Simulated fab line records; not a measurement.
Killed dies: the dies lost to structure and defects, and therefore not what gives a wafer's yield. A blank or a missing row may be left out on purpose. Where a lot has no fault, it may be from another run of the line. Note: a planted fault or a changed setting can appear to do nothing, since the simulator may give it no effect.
Which tool is to blame? | flow nandHarc | 33 wafers from 11 lots sampled at 5 of the route's 1159 steps

## WHAT EACH GAUGE READ, for each wafer
NHARC_END_SORT_01.
lot  | measured     | on        | defectLimitedYield (%)
L863 | day 23 09:38 | prober-02 | 97.5 57.5 96.6
L864 | day 23 11:49 | prober-01 | 93.1 53.2 93.5

## WHICH TOOL RAN EACH LOT (tool, then ch and the chambers of the sampled wafers, then the start)
lot  | NHARC_A_M1_ECD_22             | NHARC_THIN_TSV_ETCH_15          | NHARC_THIN_TSV_PVD_19                  | NHARC_THIN_TSV_ANNEAL_52
L848 | ecdCu-02 ch 0,1, day 17 22:13 | rieSi-05 ch 0,2,3, day 18 19:02 | pvdSputter-03, day 18 22:12 or earlier | rtpAnneal-01 ch 0, day 18 22:12
L849 | ecdCu-02 ch 0,1, day 18 09:43 | rieSi-06 ch 2,3, day 19 10:01   | pvdSputter-03, day 19 13:26 or earlier | rtpAnneal-01 ch 0, day 19 13:26
L852 | ecdCu-02 ch 0,1, day 18 10:16 | rieSi-03 ch 0,2,3, day 19 08:46 | pvdSputter-02, day 19 11:56 or earlier | rtpAnneal-01 ch 0, day 19 11:56
L851 | ecdCu-01 ch 0, day 18 14:16   | rieSi-03 ch 0,2, day 19 12:20   | pvdSputter-02, day 19 15:44 or earlier | rtpAnneal-01 ch 0, day 19 15:44
L850 | ecdCu-01 ch 0,1, day 18 14:56 | rieSi-05 ch 0,3, day 19 11:08   | pvdSputter-03, day 19 14:26 or earlier | rtpAnneal-01 ch 0, day 19 14:26
L853 | ecdCu-01 ch 0,1, day 19 12:10 | rieSi-03 ch 0,1,3, day 20 10:59 | pvdSputter-03, day 20 14:08 or earlier | rtpAnneal-01 ch 0, day 20 14:08
L854 | ecdCu-02 ch 0,1, day 19 12:28 | rieSi-06 ch 0,1,3, day 20 12:11 | pvdSputter-03, day 20 15:34 or earlier | rtpAnneal-01 ch 0, day 20 15:34
L863 | ecdCu-01 ch 0,1, day 21 14:02 | rieSi-03 ch 0,1, day 22 14:21   | pvdSputter-03, day 22 17:46 or earlier | rtpAnneal-02 ch 0, day 22 17:46
L864 | ecdCu-01 ch 0,1, day 21 23:25 | rieSi-03 ch 2,3, day 22 21:56   | pvdSputter-01, day 23 01:06 or earlier | rtpAnneal-02 ch 0, day 23 01:06
L866 | ecdCu-02 ch 0,1, day 22 09:31 | rieSi-05 ch 0,1,2, day 23 06:27 | pvdSputter-02, day 23 09:42 or earlier | rtpAnneal-01 ch 0, day 23 09:42
L865 | ecdCu-02 ch 0,1, day 22 15:50 | rieSi-03 ch 1,2,3, day 23 12:16 | pvdSputter-02, day 23 15:55 or earlier | rtpAnneal-01 ch 0, day 23 15:55
- NHARC_A_M1_ECD_22: material Cu, target thk 400 nm.
- NHARC_THIN_TSV_ETCH_15: target depth 3000 nm, bosch target overetch cycles 2, bosch etch step 2.8 s.
- NHARC_THIN_TSV_PVD_19: deposits TaN, target thk 20 nm.
- NHARC_THIN_TSV_ANNEAL_52: time 90 s.

## THE ANSWER, worked out from the rows above alone
Rule: the usual values come from the lots themselves. Put in order of their means at a reading, lots are off if they are a third of the lots or fewer, leave a main group of 4 or more, and stand apart from it by a gap of 3 or more times the standard deviation of the main group's means; of several such gaps the widest counts. Not used: any main group whose means are identical at the precision the tables above print for the reading. A lot without any number at a reading at which 4 lots or more have one is off too. Any other lot the step has rows for is counted as sound.
Nothing can be told from this: no lot is off at any reading shown.

## WHAT HAD BEEN PUT IN BY THE SIMULATOR
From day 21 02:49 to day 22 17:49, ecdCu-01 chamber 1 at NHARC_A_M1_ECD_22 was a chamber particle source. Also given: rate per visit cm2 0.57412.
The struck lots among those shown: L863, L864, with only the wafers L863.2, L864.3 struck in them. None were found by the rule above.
